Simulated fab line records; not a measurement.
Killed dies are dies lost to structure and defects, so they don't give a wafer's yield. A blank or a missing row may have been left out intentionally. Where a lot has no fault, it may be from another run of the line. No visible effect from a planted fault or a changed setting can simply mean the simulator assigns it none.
fab line records ; flow n5-finfet
record: lots: 4; wafers: 12; last-day: 17
route steps=1938 shown STI_FIN_REVEAL@200 DUMMY_GATE@212 PASSIVATION@1936
lots that met no fault: from a run of the same line without faults
start-h: hours from the record's opening day to when the first of the lot's shown wafers began ; wait-h: hours elapsed since this lot's preceding step ; " unchanged from the row above ; L1.1+2: several wafers, shown together as one row ; - either no value or no given start ; * or withheld: withheld ; < > ~ a bound
route shown NAME@n: names a module that has steps shown in the file, with the first one's number in the route ; usual: average and standard deviation across the fault-free wafers ; same: alike in all rows ; chamber/n: place in a boat ; sites: each site's reading ; _std_site: standard deviation across them ; _edge_site: inner sites' mean taken away from outer sites' mean ; radius-mm: how far each site lies from the wafer's centre ; mask NAME#n: copy n ; behind: tool/chamber where the wafer was last shaped ; hold: reason for holding the lot/hours on hold/outcome of the hold ; device: the transistor (n, p or np) that didn't switch ; end of line: the tests these same wafers got at the end of their route ; a step given without rows: its recipe and nothing more ; killed: the dies lost at the first sort to structure and to defects; this is not the yield of the wafer ; map: the dies of a wafer, with x for killed, . for not killed, _ for no die there
set.NAME: setting as actually run; set.NAME@STEP: the setting as run at that earlier step ; model.NAME: the simulator's own value behind a step, which no gauge read
a table for each step, a row for each wafer; lots at some steps of the route
services: from which hour (start-h, from the record's first day; less than 0 if before it) a tool's chamber was out of use, for how many hours, and why
== steps ==
step: N5_STI_FIN_REVEAL_OXIDATION_31
recipe: chemistry: O2_PLASMA_REMOTE; temp-c: 150; time-s: 20; pressure-mtorr: 1000; source-power-w: 2000; o2-flow-sccm: 3000
step: N5_STI_FIN_REVEAL_PRECLEAN_32
recipe: chemistry: NF3:NH3; afs-cycles: 1; temp-c: 30; time-s: 20; sublimation-temp-c: 180; sublimation-time-s: 60; pressure-torr: 3; rf-power-w: 30
step: N5_STI_FIN_REVEAL_STRIP_35
recipe: chemistry: H3PO4; material: Si3N4; temp-c: 165; target-depth-a: 40; time-s: 39
step: N5_STI_FIN_REVEAL_SRD_21
recipe: dry: ipa-marangoni; time-s: 30; temp-c: 23; rinse-liquid: diw
step: N5_STI_FIN_REVEAL_OXIDATION_33
recipe: chemistry: O2_PLASMA_REMOTE; temp-c: 150; time-s: 20; pressure-mtorr: 1000; source-power-w: 2000; o2-flow-sccm: 3000
step: N5_STI_FIN_REVEAL_CLEAN_19
recipe: chemistry: O3/DIW; temp-c: 25; time-s: 120; o3-ppm: 10
step: N5_STI_FIN_REVEAL_SRD_23
recipe: dry: ipa-marangoni; time-s: 30; temp-c: 23; rinse-liquid: diw
step: N5_STI_FIN_REVEAL_PRECLEAN_18
recipe: chemistry: SC2; time-s: 45; temp-c: 35; mix: 1:1:50
step: N5_STI_FIN_REVEAL_SRD_28
recipe: dry: ipa-marangoni; time-s: 30; temp-c: 23; rinse-liquid: diw
step: N5_DUMMY_GATE_PRECLEAN_00
recipe: chemistry: O3/DIW; time-s: 60; temp-c: 22; o3-ppm: 10
same: time-s: 60
lot.wafer;tool;chamber;start-h;wait-h
L894.2+3+5;wet-bench-03;7,5,6;45.37;0.0
L901.2+3+4;wet-bench-05;0,6,7;85.48;0.0
L909.4+5+6;wet-bench-03;1,7,3;133.54;0.0
L911.2+3+5;wet-bench-03;5,7,6;144.32;0.0
step: N5_DUMMY_GATE_SRD_01
recipe: time-s: 30; temp-c: 23; rinse-liquid: diw; dry: ipa-marangoni
step: N5_DUMMY_GATE_ALD_02
recipe: material: SiO2; target-thk-a: 20; temp-c: 300; ald-precursor-family: BDEAS; ald-co-reactant: O2-plasma; pulse-time-s: 1; pressure-torr: 2
step: N5_DUMMY_GATE_CVD_03
recipe: material: a-Si; target-thk-a: 1500; temp-c: 530; precursor: SiH4; time-s: 8042
step: N5_DUMMY_GATE_PRECLEAN_46
recipe: chemistry: DIW; time-s: 89.5; temp-c: 23
step: N5_DUMMY_GATE_SRD_47
recipe: dry-time-s: 32; dry: n2-spin; spin-rpm: 1500
step: N5_DUMMY_GATE_CMP_04
recipe: material: a-Si; post-cmp-clean: alkaline-brush
step: N5_DUMMY_GATE_HM_DEP_06
recipe: material: SiNx; target-thk-a: 800; precursor: DCS/NH3; temp-c: 700; pressure-mtorr: 300; time-s: 5141
step: N5_DUMMY_GATE_PECVD_30
recipe: material: SiO2; target-thk-a: 550; temp-c: 400; precursor: TEOS/O2; pressure-torr: 6.5; rf-w: withheld; teos-flow-sccm: withheld; gas: O2; flow-sccm: 2650; time-s: 10.8
step: N5_DUMMY_GATE_COAT_34
recipe: resist: SOC; temp-c: 250; time-s: 60; spin-rpm: 1500; resist-thk-nm: 60
step: N5_DUMMY_GATE_COAT_35
recipe: resist: SiARC; temp-c: 220; time-s: 60; spin-rpm: 1500; resist-thk-nm: 10
step: N5_DUMMY_GATE_COAT_28
recipe: resist: underlayer; temp-c: 205; time-s: 60; spin-rpm: 1500; resist-thk-nm: 10
step: N5_DUMMY_GATE_COAT_09
recipe: resist: CAR-EUV; spin-rpm: 1500; resist-thk-nm: 30
step: N5_DUMMY_GATE_EBR_11
recipe: solvent: PGMEA; ebr-width-mm: 1.5
step: N5_DUMMY_GATE_SOFTBAKE_10
recipe: temp-c: 110; time-s: 60; resist: CAR-EUV
step: N5_DUMMY_GATE_EXPOSE_12
recipe: mask-id: GATE; na: 0.33; source-shape: annular; sigma-inner: 0.2; sigma-outer: 0.6; polarization: unpolarized; target-cd-nm: 25; dose-mj: 34
step: N5_DUMMY_GATE_PEB_13
recipe: peb-temp-c: 100; peb-time-s: 60; resist: CAR-EUV
step: N5_DUMMY_GATE_DEVELOP_14
recipe: develop-time-s: 30; developer: TMAH; resist: CAR-EUV; rinse-liquid: surfactant-rinse; dry: air-spin; dev-temp-c: 23
step: N5_DUMMY_GATE_DESCUM_20
recipe: chemistry: O2; time-s: 6.2; source-power-w: 50; bias-power-w: 20; pressure-mtorr: 20; rf-frequency-hz: 2.712e+07; temp-c: 40; resist: CAR-EUV; o2-flow-sccm: 225
step: N5_DUMMY_GATE_ETCH_29
recipe: chemistry: N2/H2; target: underlayer; target-depth-a: 130; ion-energy-ev: 200; pressure-mtorr: 30; source-w: 840; bias-w: 150; n2-flow-sccm: 200; h2-flow-sccm: 200
step: N5_DUMMY_GATE_ETCH_36
recipe: chemistry: CF4; target: SiARC; target-depth-a: 130; pressure-mtorr: 40; source-w: 545; bias-w: 36; Ar_flow_sccm: 100; cf4-flow-sccm: 100; ion-energy-ev: 80
step: N5_DUMMY_GATE_ETCH_37
recipe: chemistry: N2/H2; target: SOC; target-depth-a: 600; overetch-a: 300; temp-c: 40; ion-energy-ev: 200; pressure-mtorr: 30; source-w: 840; bias-w: 150; n2-flow-sccm: 200; h2-flow-sccm: 200
step: N5_DUMMY_GATE_STRIP_38
recipe: chemistry: N2/H2; temp-c: 40; n2-flow-sccm: 200; h2-flow-sccm: 200; rf-frequency-hz: 6e+07
step: N5_DUMMY_GATE_STRIP_39
recipe: chemistry: N2/H2; temp-c: 40; n2-flow-sccm: 200; h2-flow-sccm: 200; rf-frequency-hz: 6e+07
step: N5_DUMMY_GATE_TRIM_49
recipe: chemistry: O2; resist: SOC; time-s: 29; target-cd-nm: 14; source-power-w: 300; bias-power-w: 0; O2_flow_sccm: 100; temp-c: 20
step: N5_DUMMY_GATE_STRIP_40
recipe: chemistry: CF4; resist: SiARC; power-w: 300; bias-power-w: 75; pressure-mtorr: 50; cf4-flow-sccm: 150; rf-frequency-hz: 6e+07
step: N5_PASSIVATION_PROBE_49
usual: killed_at_M0_to_M3: 33/9.9; killed_at_M4_up: 15/5.6; killed-at-contacts: 13/5.7; killed-at-front-end: 38/12; killed-at-other: 4/3.1; killed-dies: 103/17; killed-on-rim: 13/4; killed-open: 66/13; killed-short: 32/7.8
same: gross-dies: 1180; killed-at-back-side: 0
lot.wafer;tool;chamber;start-h;wait-h;killed_at_M0_to_M3;killed_at_M4_up;killed-at-contacts;killed-at-front-end;killed-at-other;killed-dies;killed-on-rim;killed-open;killed-short
L894.2;prober-02;-;294.39;0.1;26;17;12;37;2;94;10;70;23
L894.3;prober-02;-;294.44;0.1;33;14;8;28;3;86;9;52;33
L894.5;prober-02;-;294.54;0.2;32;13;8;31;4;88;11;47;37
L901.2;prober-01;-;335.23;0.1;26;7;12;36;9;90;20;49;29
L901.3;prober-01;-;335.28;0.1;30;23;10;37;7;107;14;68;36
L901.4;prober-01;-;335.33;0.2;33;8;10;40;4;95;8;50;44
L909.4;prober-01;-;379.96;0.2;20;12;15;94;8;149;26;65;19
L909.5;prober-01;-;380.01;0.2;47;19;5;146;1;218;27;62;32
L909.6;prober-01;-;380.06;0.3;55;17;7;122;1;202;33;78;40
L911.2;prober-01;-;396.75;0.1;24;7;11;166;5;213;15;48;24
L911.3;prober-01;-;396.80;0.1;38;15;13;150;6;222;34;61;36
L911.5;prober-01;-;396.90;0.2;33;7;16;164;12;232;30;64;33
killed by level:class
L894.2 MOL_CONTACT_COAG:geometric-particle:open=11 BEOL_M4:geometric-particle:open=9 BEOL_M1:geometric-particle:open=8 STI_FIN_REVEAL:geometric-particle:open=7 ILD0:geometric-particle:open=7 BEOL_M2:geometric-particle:open=7 GATE_CUT:geometric-particle:open=5 GATE_CUT:geometric-particle:short=5
L894.3 BEOL_M4:geometric-particle:open=9 BEOL_M0_SAQP:geometric-particle:short=8 STI_FIN_REVEAL:geometric-particle:open=7 BEOL_M0_SAQP:geometric-particle:open=7 MOL_CONTACT_COAG:geometric-particle:open=6 GATE_CUT:geometric-particle:short=5 BEOL_M1:geometric-particle:open=5 BEOL_M2:geometric-particle:short=5
L894.5 BEOL_M0_SAQP:geometric-particle:short=10 BEOL_M1:geometric-particle:open=8 GATE_CUT:geometric-particle:short=7 MOL_CONTACT_COAG:geometric-particle:open=6 BEOL_M1:geometric-particle:short=5 BEOL_M4:geometric-particle:open=5 FIN_SAQP:geometric-particle:short=4 FIN_SAQP:geometric-particle:open=4
L901.2 MOL_CONTACT_COAG:geometric-particle:open=9 HKMG_FIN:area-etch=7 BEOL_M0_SAQP:geometric-particle:short=6 FIN_SAQP:geometric-particle:open=5 STI_FIN_REVEAL:geometric-particle:open=5 BEOL_M1:geometric-particle:open=5 STARTING-WAFER:geometric-particle:short=4 BEOL_M2:geometric-particle:open=4
L901.3 BEOL_M4:geometric-particle:open=13 FIN_SAQP:geometric-particle:short=10 FIN_SAQP:geometric-particle:open=8 BEOL_M0_SAQP:geometric-particle:open=8 MOL_CONTACT_COAG:geometric-particle:open=7 STI_FIN_REVEAL:geometric-particle:open=6 BEOL_M0_SAQP:geometric-particle:short=5 BEOL_M1:geometric-particle:open=5
L901.4 BEOL_M1:geometric-particle:open=11 GATE_CUT:geometric-particle:short=9 FIN_SAQP:geometric-particle:short=8 BEOL_M0_SAQP:geometric-particle:short=8 MOL_CONTACT_COAG:geometric-particle:open=7 BEOL_M3:geometric-particle:open=7 STI_FIN_REVEAL:geometric-particle:open=6 STARTING-WAFER:geometric-particle:short=5
L909.4 DUMMY_GATE:unspecified=63 MOL_CONTACT_COAG:geometric-particle:open=11 DUMMY_GATE:geometric-particle:open=9 STI_FIN_REVEAL:geometric-particle:open=7 BEOL_M2:geometric-particle:open=6 BEOL_M3:geometric-particle:open=6 BEOL_M4:geometric-particle:open=5 MOL_CONTACT_COAG:geometric-particle:short=4
L909.5 DUMMY_GATE:unspecified=120 BEOL_M2:geometric-particle:open=12 STI_FIN_REVEAL:geometric-particle:open=11 BEOL_M4:geometric-particle:open=10 BEOL_M0_SAQP:geometric-particle:short=8 BEOL_M0:geometric-particle:open=7 BEOL_M1:geometric-particle:open=6 BEOL_M2:geometric-particle:short=5
L909.6 DUMMY_GATE:unspecified=83 BEOL_M2:geometric-particle:open=17 BEOL_M0_SAQP:geometric-particle:short=15 STI_FIN_REVEAL:geometric-particle:open=12 BEOL_M0_SAQP:geometric-particle:open=9 FIN_SAQP:geometric-particle:open=7 DUMMY_GATE:geometric-particle:open=6 BEOL_M4:geometric-particle:open=5
L911.2 DUMMY_GATE:unspecified=137 MOL_CONTACT_COAG:geometric-particle:open=11 BEOL_M1:geometric-particle:open=9 FIN_SAQP:geometric-particle:open=5 STI_FIN_REVEAL:geometric-particle:open=5 DUMMY_GATE:geometric-particle:short=5 BEOL_M3:geometric-particle:open=5 GATE_CUT:geometric-particle:short=4
L911.3 DUMMY_GATE:unspecified=123 BEOL_M0_SAQP:geometric-particle:short=12 MOL_CONTACT_COAG:geometric-particle:open=11 BEOL_M0_SAQP:geometric-particle:open=9 BEOL_M2:geometric-particle:open=7 BEOL_M4:geometric-particle:open=5 STI_FIN_REVEAL:geometric-particle:open=4 BEOL_M2:geometric-particle:short=4
L911.5 DUMMY_GATE:unspecified=128 MOL_CONTACT_COAG:geometric-particle:open=16 BEOL_M1:geometric-particle:open=8 STI_FIN_REVEAL:geometric-particle:open=6 BEOL_M0_SAQP:geometric-particle:open=6 FIN_SAQP:geometric-particle:open=5 BEOL_M0_SAQP:geometric-particle:short=5 BEOL_M1:geometric-particle:short=5
map L909.5 (x killed, . not)
_________________............________________
______________........x........._____________
___________.......x..........x.....__________
__________..x...x...x..............._________
________x........x.......x......x....._______
_______..x...x.........................______
______...................x....x........._____
_____.............x.............x........____
____....................................xx___
___........................................__
___.....x......x......x...x.......x.......x__
__...........x..........................x.x._
__........x.........x...........x........x.._
_.........x.......x............x..........x..
_......x.......................x....x.....x.x
_x..................x..x......x..............
_.........x.............x....................
_x..x...x....x......x...x....x.........x.....
_...x..x..x...........xx.xx.........xx.x.....
_......x..................x....x.x..xx.x..x.x
_.....................xx...x...xxxxxxxxx.....
__......................xx....xxxxxxxxxx.xx._
__...x......................xxxxxxxxxxxxxxx._
___..x....xx.........x.x...x..xxxxxxxxxxxxx__
___........x.............x.xxxxxxxxxxxxxxxx__
____.x.....x....x.........x.xxxxxxxxxxxxx.___
_____.......xx...........x...xxxxxxxxxxxx____
______....................x..xxxxxxxxxxx_____
_______........................xxxxxx.x______
________.......................xx.xxxx_______
__________...................x...x.x_________
___________....................x..x__________
______________....xxx..........._____________
_________________.x..........________________
map L911.5 (x killed, . not)
_________________x.xxx..x....________________
______________xxxxxxxxxxx..x...._____________
___________x.xxxxxxxxxxxxx.........__________
__________.x.xxxxxxxxxxxxxx........._________
________x.....xxxxxxxxxxxxxxxx.xx....._______
_______.....xxxxxxxxxxxxxxx....x.......______
______......xxxxxxxxxxxxxx.x..x......x.x_____
_____...x..x.xxxxxxxxxxxxxxx.x...........____
____x.....x.xxxxxxxxxxx.x.x.x..........x..___
___............xxxxxxxxxx.......x.x........__
___...............x.xx..x.....x.x.........x__
__x...x..x.......x..x.x..............x......_
__.......x.........x...............x..x..x.._
_x..x..........x....x...............x..x....x
_.......x....................xx..x...........
_....x.......x...........................x...
_................x...........................
_.....x............x......xx..........x......
_...........x........x......x............x...
_..x...x............x............x........x..
_.x..........................................
__........x................................._
__..................................x.....x._
___...............x...........xx..x...xx...__
___x..........x........x.............x.x...__
____.......................x..x...........___
_____..........................x.........____
______.x...x............................_____
_______x...........x...................______
________......xx........x..x.........._______
__________.........x.xx......x......_________
___________..x.................x...__________
______________....x.....x.x....._____________
_________________...x...x...x________________
== services ==
tool;chamber;start-h;hours;kind
wet-bench-05;-;119.04;7.0;repair
== key ==
first-sign: step: N5_PASSIVATION_PROBE_49; reading: killed-at-front-end; direction: up; sigmas: 8.9; usual: 38; struck: 140
effect: step: N5_PASSIVATION_PROBE_49; reading: killed-dies; direction: up; sigmas: 6.2; usual: 103; struck: 206
more-kills-born-at: N5_DUMMY_GATE_PRECLEAN_00@wet-bench-03: 654
met-at N5_DUMMY_GATE_PRECLEAN_00
struck-wafers L909.4,L909.5,L909.6,L911.2,L911.3,L911.5
tester-left-out L909,L911
onset-between 45.37 133.54
also-fits time
fault: kind: chamber-particle-source; tool: wet-bench-03; chamber: -; onset-h: 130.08; steps: N5_DUMMY_GATE_PRECLEAN_00; rate-per-visit-cm2: 1.2286; end-h: 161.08
tester-left-out: of these lots the tester's yield and bins aren't shown, on N5 and GAA mostly nor the transistor test; their killed dies are dies lost to structure and defects alone, not to doping, threshold or leakage, so they don't give the yield
